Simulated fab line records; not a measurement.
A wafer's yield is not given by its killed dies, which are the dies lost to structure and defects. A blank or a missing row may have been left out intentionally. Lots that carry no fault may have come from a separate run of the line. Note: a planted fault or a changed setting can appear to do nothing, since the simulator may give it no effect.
Struck lot and sound lot, side by side | flow nand harc | 30 steps out of a route of 1302
Sound: the wafers L823.1, L823.4, L823.5. The struck wafers were L839.3, L839.4, L839.6. At the end, the cause is stated.
Per side, at each step with rows, come the tool, then ch with its chambers, and then its first start. Under that, the readings that differ: sound wafers | struck wafers | difference of the means | sigmas: that difference in standard deviations of wafers without a fault.
alike: words and numbers the same on both sides, and readings whose means are apart by under 2 such deviations; not compared: readings that were withheld, readings missing a value for some wafer, numbers with overlapping values and no deviation given by the record, and bounds like >300 which may hide the same value.
Wherever a step has rows on one side only, a row that says differs or no value, or a row with sigmas, the two part there. Non-overlapping numbers with no deviation appear without sigmas and do not part them. A reading missing from all wafers of one side parts the sides only when that side holds two or more wafers.

NHARC_A_CONTACT_ETCH_139: etches the open film in C4F8/O2/Ar, time 195 s, target depth 840 nm.
  sound on har cap etch-03 ch 0,1, day 22 20:40; struck on har cap etch-01 ch 0,1, day 28 22:44
  not compared: rf hours counter h
then, 1 step without rows for these wafers: NHARC_A_CONTACT_ETCH_92 (etches the open film in CH3F/O2, target depth 40 nm, time 85.7 s).
NHARC_A_CONTACT_ETCH_98: etches the open film in C4F6/O2, target depth 20 nm, time 10 s.
  sound on rie diel-08 ch 0,3, day 22 21:23; struck on rie diel-04 ch 0,1,2
  alike: bias w, drypump motor current A, oes product au, rf vpp V, showerhead plenum p Torr, throttle valve pct
  not compared: rf hours counter h
NHARC_A_CONTACT_CD_MEAS_15:
  sound on cd sem-03 at day 22 21:28; struck on cd sem-03 at day 28 23:32
  alike: cd nm
then, 3 steps without rows for these wafers: NHARC_A_CONTACT_STRIP_107 (strips in N2/H2); NHARC_A_CONTACT_STRIP_108 (strips in CF4/CHF3); NHARC_A_CONTACT_STRIP_109 (strips in O2/COS).
NHARC_A_CONTACT_ETCH_110: etches the open film in CF4/O2, target depth 60 nm, overetch 6 nm, time 33 s.
  sound on rie diel-11 ch 0,1,2, day 22 21:54; struck on rie diel-04 ch 0,1,2, day 28 23:50
  alike: bias w, drypump motor current A, oes product au, rf vpp V, showerhead plenum p Torr, throttle valve pct
  not compared: rf hours counter h
NHARC_A_CONTACT_STRIP_26: strips in O2.
  sound: rie diel-11 ch 2,3; struck: rie diel-04 ch 0,1
  alike: drypump motor current A, oes product au, rf vpp V, showerhead plenum p Torr, throttle valve pct
  not compared: rf hours counter h
then, 1 step without rows for these wafers: NHARC_A_CONTACT_STRIP_27 (strips in post etch residue remover, time 600 s).
NHARC_A_CONTACT_ALD_18: deposits TiN, target thk 3 nm, pulse time 1 s, ald cycles 150.
  sound on ald metal-04 ch 0,2, day 22 22:36; struck on ald metal-01 ch 0,3, day 29 00:30
  alike: heater power w, precursor pulse height rel
then, 1 step without rows for these wafers: NHARC_A_CONTACT_CVD_19 (deposits W, target thk 300 nm, time 802 s).
NHARC_A_CONTACT_CMP_20: polishes, t overpolish 30 s, target thk 300 nm.
  sound on cmp-04 ch 1,2, day 22 23:40; struck on cmp-03 ch 0,3, day 29 01:37
  alike: motor current A, overpolish run s, slurry flow ml min, time to endpoint s
following that, these wafers have no rows for 1 step: NHARC_A_CONTACT_SRD_22.
NHARC_A_CONTACT_INSPECT_23:
  sound on defect inspect-01 at day 23 00:04; struck on defect inspect-02 at day 29 02:01
  reading          | sound       | struck      | difference | sigmas
  raw defect count | 458 403 513 | 963 852 813 | +418       | +3
then, 10 steps without rows for these wafers: NHARC_A_BLC_DEHYDRATE_00 (time 120 s); NHARC_A_BLC_HMDS_01 (time 30 s); NHARC_A_BLC_COAT_02 (time 75 s); NHARC_A_BLC_COAT_03 (time 65 s); NHARC_A_BLC_COAT_04 (resist thk 90 nm); NHARC_A_BLC_SOFTBAKE_05 (time 55 s); NHARC_A_BLC_EBR_06; NHARC_A_BLC_EXPOSE_07 (exposes mask A BLC, target cd 100 nm); NHARC_A_BLC_PEB_08 (peb time 65 s); NHARC_A_BLC_DEVELOP_09 (develop time 35 s).
NHARC_A_BLC_CD_MEAS_10 targets a cd of 100 nm.
  sound on cd sem-03 ch 0, day 23 00:35; struck on cd sem-01 ch 0, day 29 02:32
  reading    | sound             | struck         | difference | sigmas
  cd nm (nm) | 101.1 101.0 100.6 | 99.9 99.5 99.6 | -1.2       | -2
NHARC_A_BLC_OVL_MEAS_11:
  sound on overlay-01 at day 23 00:41; struck on overlay-02 at day 29 02:37
  alike: overlay x nm, overlay y nm
NHARC_A_BLC_INSPECT_12:
  sound on defect inspect-02 at day 23 00:43; struck on defect inspect-02 at day 29 02:39
  reading          | sound      | struck      | difference | sigmas
  raw defect count | 96 104 101 | 549 551 514 | +438       | +13
then, 1 step without rows for these wafers: NHARC_A_BLC_DESCUM_15 (chemistry O2, time 3 s).
NHARC_END_SORT_01:
  at this point the record logs the struck wafers (prober-02 ch 0, day 31 00:49) and has no rows for the sound ones

## WHERE THEY PART
Earliest at NHARC_A_CONTACT_INSPECT_23; latest, in this record, at NHARC_END_SORT_01.

WHY: what the simulator had put in
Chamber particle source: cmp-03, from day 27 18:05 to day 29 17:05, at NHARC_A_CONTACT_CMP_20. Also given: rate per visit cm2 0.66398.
